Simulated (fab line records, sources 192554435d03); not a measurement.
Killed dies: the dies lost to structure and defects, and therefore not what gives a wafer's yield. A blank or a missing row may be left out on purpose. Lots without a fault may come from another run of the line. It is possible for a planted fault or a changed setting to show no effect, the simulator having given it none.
A lot that was struck, set against a sound lot ; flow n5_finfet ; 37 steps out of a route of 1938
Sound: these wafers, L409.3, L409.5, L409.6. Struck: wafers L420.1, L420.3, L420.4. The cause is named last.
Order at every step that has rows: each side's tool, ch and its chambers, its first start. Under that, the readings that differ: sound wafers ; struck wafers ; difference of the means ; sigmas: that difference in standard deviations of wafers without a fault.
alike: a reading whose means differ by less than 2 such deviations, as well as words and numbers matching on both sides. not compared: withheld readings; readings where some wafer has no value; bounds like >300 that might hide an equal value; numbers whose values overlap and for which the record gives no deviation.
The two part at a step that has a row with sigmas, a row that says differs or no value, or rows on one side only. When numbers do not overlap yet have no deviation, they are printed without sigmas and do not part them. Lack of a reading on every wafer of one side parts them only where that side has two or more wafers.

first, 2 steps without rows for these wafers: N5_BEOL_M1_ANNEAL_51 (time 90 s); N5_BEOL_M1_CMP_52 (polishes, stops on SiOC, t overpolish 6.8 s, target thk 40 nm).
N5_BEOL_M1_THK_MEAS_53: measures by xrf.
  sound on film_metro-02, day 9 10:58; struck on film_metro-01, day 11 07:23
  alike: M1_THK
then, 3 steps without rows for these wafers: N5_BEOL_M1_PRE_CLEAN_60 (time 15 s); N5_BEOL_M1_CO_CAP_55 (material Co, precursor CCTBA/H2, target thk 2 nm, time 102.1 s); N5_BEOL_M1_PRE_CLEAN_56 (time 15 s).
N5_BEOL_M1_DEP_57: deposits SiCN from 3MS/NH3, target thk 8 nm, time 14 s.
  sound on pecvd-03 ch 0,1, day 9 11:10; struck on pecvd-03 ch 0,1,2, day 11 07:35
  alike: chamber_pressure_Torr, rf_fwd_power_W, showerhead_plenum_p_Torr, throttle_valve_pct
N5_BEOL_M1_RS_MEAS_58: a four-point-probe measurement.
  sound on film_metro-02, day 9 11:14; struck on film_metro-02, day 11 07:39
  alike: M1_RS
N5_BEOL_M1_INSPECT_59: inspects for defects (darkfield).
  sound on defect_inspect-01, day 9 11:15; struck on defect_inspect-02, day 11 07:40
reading;sound;struck;difference;sigmas
raw_defect_count;51 47 53;131 100 106;+62;+3
N5_BEOL_M2_ILD_DEP_00: deposits SiOC from DEMS/O2, target thk 79 nm, time 15.3 s.
  sound on pecvd-04 ch 0,1, day 9 11:17; struck on pecvd-04 ch 0,2, day 11 07:43
  alike: chamber_pressure_Torr, heater_power_outer_w, heater_power_w, showerhead_plenum_p_Torr, throttle_valve_pct
N5_BEOL_M2_THK_MEAS_01:
  sound on film_metro-01, day 9 11:22; struck on film_metro-01, day 11 07:47
  alike: M2_ILD_THK
then, 1 step without rows for these wafers: N5_BEOL_M2_PECVD_72 (deposits SiO2 from TEOS/O2, target thk 16 nm, time 18 s).
N5_BEOL_M2_HM_DEP_02: deposits TiN, target thk 20 nm.
  sound on pvd_sputter-02, day 9 12:29; struck on pvd_sputter-01, day 11 11:21
  no value came back on the struck wafers for chamber_pressure_pa (Pa), substrate_temp_c (C), throttle_valve_pct (%); on the sound wafers chamber_pressure_pa (Pa) reads 0.5028 0.5005 0.5007
then, 9 steps without rows for these wafers: N5_BEOL_M2_COAT_61 (time 60 s, resist thk 60 nm); N5_BEOL_M2_COAT_62 (time 60 s, resist thk 12 nm); N5_BEOL_M2_COAT_73 (time 60 s, resist thk 5 nm); N5_BEOL_M2_COAT_05 (resist thk 30 nm); N5_BEOL_M2_EBR_07; N5_BEOL_M2_SOFTBAKE_06 (time 60 s); N5_BEOL_M2_EXPOSE_08 (exposes mask M2); N5_BEOL_M2_PEB_09 (peb time 60 s); N5_BEOL_M2_DEVELOP_10 (develop time 30 s).
N5_BEOL_M2_CD_MEAS_11 targets a cd of 16.79 nm.
  sound on cd_sem-03 ch 0, day 9 13:01; struck on cd_sem-01 ch 0, day 11 11:52
reading;sound;struck;difference;sigmas
cd_nm (nm);16.39 16.46 16.51;16.96 16.75 17.11;+0.49;+2
N5_BEOL_M2_OVL_MEAS_12:
  sound on overlay-02 ch 0, day 9 13:03; struck on overlay-02 ch 0, day 11 11:54
  alike: M2_OVL
N5_BEOL_M2_INSPECT_13: inspects for defects (brightfield).
  sound on defect_inspect-01, day 9 13:06; struck on defect_inspect-01, day 11 11:58
  alike: raw_defect_count
N5_BEOL_M2_DESCUM_16: chemistry O2, time 7 s.
  sound on rie_diel-03 ch 0,1, day 9 13:08; struck on rie_diel-03 ch 0,1,2, day 11 12:00
  alike: chamber_pressure_mTorr, drypump_motor_current_A, oes_product_au, rf_vpp_V, showerhead_plenum_p_Torr, temp_c, throttle_valve_pct
  not compared: rf_hours_counter_h
then, 2 steps without rows for these wafers: N5_BEOL_M2_ETCH_74 (etches underlayer in N2/H2, target depth 6.5 nm, time 5.2 s); N5_BEOL_M2_ETCH_63 (etches SiARC in CF4, target depth 15.6 nm, time 26 s).
N5_BEOL_M2_ETCH_64: etches SOC in N2/H2, target depth 75 nm, overetch 22.5 nm, time 121.9 s.
  sound on rie_diel-03 ch 0,1, day 9 13:13; struck on rie_diel-03 ch 0,1,2, day 11 12:05
  alike: chamber_pressure_mTorr, drypump_motor_current_A, oes_product_au, rf_vpp_V, showerhead_plenum_p_Torr, temp_c, throttle_valve_pct
  not compared: rf_hours_counter_h
then, 3 steps without rows for these wafers: N5_BEOL_M2_STRIP_65 (strips in N2/H2); N5_BEOL_M2_STRIP_75 (strips in N2/H2); N5_BEOL_M2_STRIP_66 (strips in CF4).
N5_BEOL_M2_HM_OPEN_17: chemistry Cl2/BCl3, target TiN, target depth 20 nm, overetch 6 nm.
  sound on rie_metal-02 ch 0,1, day 9 13:25; struck on rie_metal-02 ch 0, day 11 12:15
reading;sound;struck;difference;sigmas
oes_product_au (a.u.);0.77 0.75 0.76;0.32 0.31 0.32;-0.44;-8
throttle_valve_pct (%);22.45 22.28 22.45;22.95 22.95 22.95;+0.56;+3
model.etch.depth_nm (nm);20.64 20.36 20.65;0 0 0;-21;
  alike: chamber_pressure_mTorr, drypump_motor_current_A, mfc_cl2_sccm, oes_ar_750_au
  not compared: rf_hours_counter_h
N5_BEOL_M2_STRIP_19: strips in O2.
  sound on rie_diel-01 ch 1,2, day 9 13:38; struck on rie_diel-04 ch 0,1,2, day 11 12:34
reading;sound;struck;difference;sigmas
drypump_motor_current_A (A);5.1 4.8 5.1;6.1 6.0 6.1;+1.1;+3
  alike: chamber_pressure_mTorr, oes_product_au, rf_vpp_V, showerhead_plenum_p_Torr, temp_c, throttle_valve_pct
  not compared: rf_hours_counter_h
N5_BEOL_M2_CD_MEAS_18: pitch 36 nm, target cd 18 nm.
  sound on cd_sem-01, day 9 13:43; struck on cd_sem-01, day 11 12:38
reading;sound;struck;difference;sigmas
cd_nm (nm);17.48 17.24 18.13;- - -;no value on the struck wafers;
then, 1 step without rows for these wafers: N5_BEOL_M2_COAT_67 (time 60 s, resist thk 60 nm).
N5_BEOL_M4_RC_MEAS_101:
  the record has rows for the sound wafers here (prober-01 ch 0, day 10 17:47) and none for the struck ones

WHERE THEY PART
Earliest at N5_BEOL_M1_INSPECT_59; latest, in this record, at N5_BEOL_M4_RC_MEAS_101.

WHY: what the simulator had put in
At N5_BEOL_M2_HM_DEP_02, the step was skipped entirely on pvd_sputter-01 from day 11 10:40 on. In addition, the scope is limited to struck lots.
